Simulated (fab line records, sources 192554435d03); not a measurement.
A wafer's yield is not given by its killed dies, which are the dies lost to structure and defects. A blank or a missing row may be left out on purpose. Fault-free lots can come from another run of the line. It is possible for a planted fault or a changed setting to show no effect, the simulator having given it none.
Split-lot study    flow n5_finfet    route with 1938 steps; 7 lots, 21 wafers read

THE SPLIT ITSELF
At N5_PMOS_HMC_CHANNEL_EPI_PEB_07 (peb time 60 s), the setting peb_time_s was moved away from the recipe's 60 s on 7 of the 21 wafers read, by -17.3% to -6.5%. For the rest of the wafers, this setting stayed at what the recipe calls for.

FROM THE SPLIT ON TO THE READING: in between, the file shows 1 step
- N5_PMOS_HMC_CHANNEL_EPI_DEVELOP_08: develop time 30 s

THE READING
At N5_PMOS_HMC_CHANNEL_EPI_CD_MEAS_09: cd_nm in nanometres, against a target cd of 237.4 nm. Typical for fault-free wafers on this fab line: 237.6 nm, with standard deviation 0.96 nm.

wafer   tool, chamber at the split  peb_time_s as run, s  against the recipe  cd_nm, nm  against lot-mates on the recipe
L077.1  litho_track-01, 0           60                    recipe              238.2      -
L077.4  litho_track-01, 0           60                    recipe              238.7      -
L077.5  litho_track-01, 0           60                    recipe              238.5      -
L081.1  litho_track-05, 0           60                    recipe              238.1      -
L081.2  litho_track-05, 0           51.49                 -14.2%              231.2      -7.2
L081.3  litho_track-05, 0           60                    recipe              238.7      -
L083.1  litho_track-05, 0           60                    recipe              237.5      -
L083.3  litho_track-05, 0           56.09                 -6.5%               235.0      -2.5
L083.4  litho_track-05, 0           56.09                 -6.5%               235.0      -2.5
L085.1  litho_track-04, 0           60                    recipe              238.0      -
L085.3  litho_track-04, 0           60                    recipe              236.6      -
L085.4  litho_track-04, 0           60                    recipe              237.2      -
L095.1  litho_track-04, 0           54.08                 -9.9%               232.4      -2.8
L095.5  litho_track-04, 0           60                    recipe              235.2      -
L095.6  litho_track-04, 0           54.08                 -9.9%               232.4      -2.8
L096.1  litho_track-01, 0           60                    recipe              236.6      -
L096.2  litho_track-01, 0           49.62                 -17.3%              228.8      -7.8
L096.5  litho_track-01, 0           49.62                 -17.3%              229.2      -7.4
L097.3  litho_track-05, 0           60                    recipe              237.6      -
L097.5  litho_track-05, 0           60                    recipe              238.1      -
L097.6  litho_track-05, 0           60                    recipe              238.9      -

FIT RESULTS
A straight line over all 21 wafers: cd_nm changes by +0.496 nm for each +1% of peb_time_s; r = +0.96; the points scatter about the line by 0.89 nm.
The same after taking each lot's own level away (the mean of its wafers on the recipe; 21 wafers): +0.426 nm for each +1%; r = +0.97; scatter 0.63 nm.
The reading moves by 7.4 nm for the largest change in peb_time_s, on that fit.
From 235.20 to 238.47 nm: that is the span of the lots' own levels, equal to 3.4 times the standard deviation above.
In other words, the slope is changed by the lot-to-lot level; the two fits disagree.
Check: with one of the wafers moved furthest among these (-17.3%) left out of the fit, the line predicts -7.08 nm for it against its lot-mates. It came out at -7.8 nm against them.

THE OTHER SPLITS THESE WAFERS WENT THROUGH
These wafers also went through other splits before the reading. Each is held against what the fit with the lots' levels taken away leaves over:
other split on the same wafers           wafers away from the commonest value  r with cd_nm (lot level and that fit taken away)
N5_ZERO_LAYER_DEVELOP_10 develop_time_s  8                                     +0.30
N5_WELL_APT_COAT_02 spin_rpm             8                                     +0.00

THE WHOLE CHAIN: every reading that the file lists as answering this split, in the file's order
step                                what it does                                                            reading                                                                      change (the file's fit)                r (the file's)
N5_PMOS_HMC_CHANNEL_EPI_CD_MEAS_09  target cd 237.4 nm                                                      cd_nm                                                                        +0.434 nm for each +1% of the setting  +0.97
N5_PMOS_HMC_CHANNEL_EPI_DESCUM_14   chemistry O2, time 7.9 s                                                PMOS_HMC_CHANNEL_EPI.cd_nm (the simulator's own value, which no gauge read)  +0.443 nm for each +1% of the setting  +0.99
N5_PMOS_HMC_CHANNEL_EPI_ETCH_32     etches BARC in N2/H2, stops on SiO2, target depth 85.8 nm, time 50.3 s  PMOS_HMC_CHANNEL_EPI.cd_nm (the simulator's own value, which no gauge read)  +0.435 nm for each +1% of the setting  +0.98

THE FILE'S OWN FIT
cd_nm changes by +0.434 nm for each +1% of peb_time_s, r = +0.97.
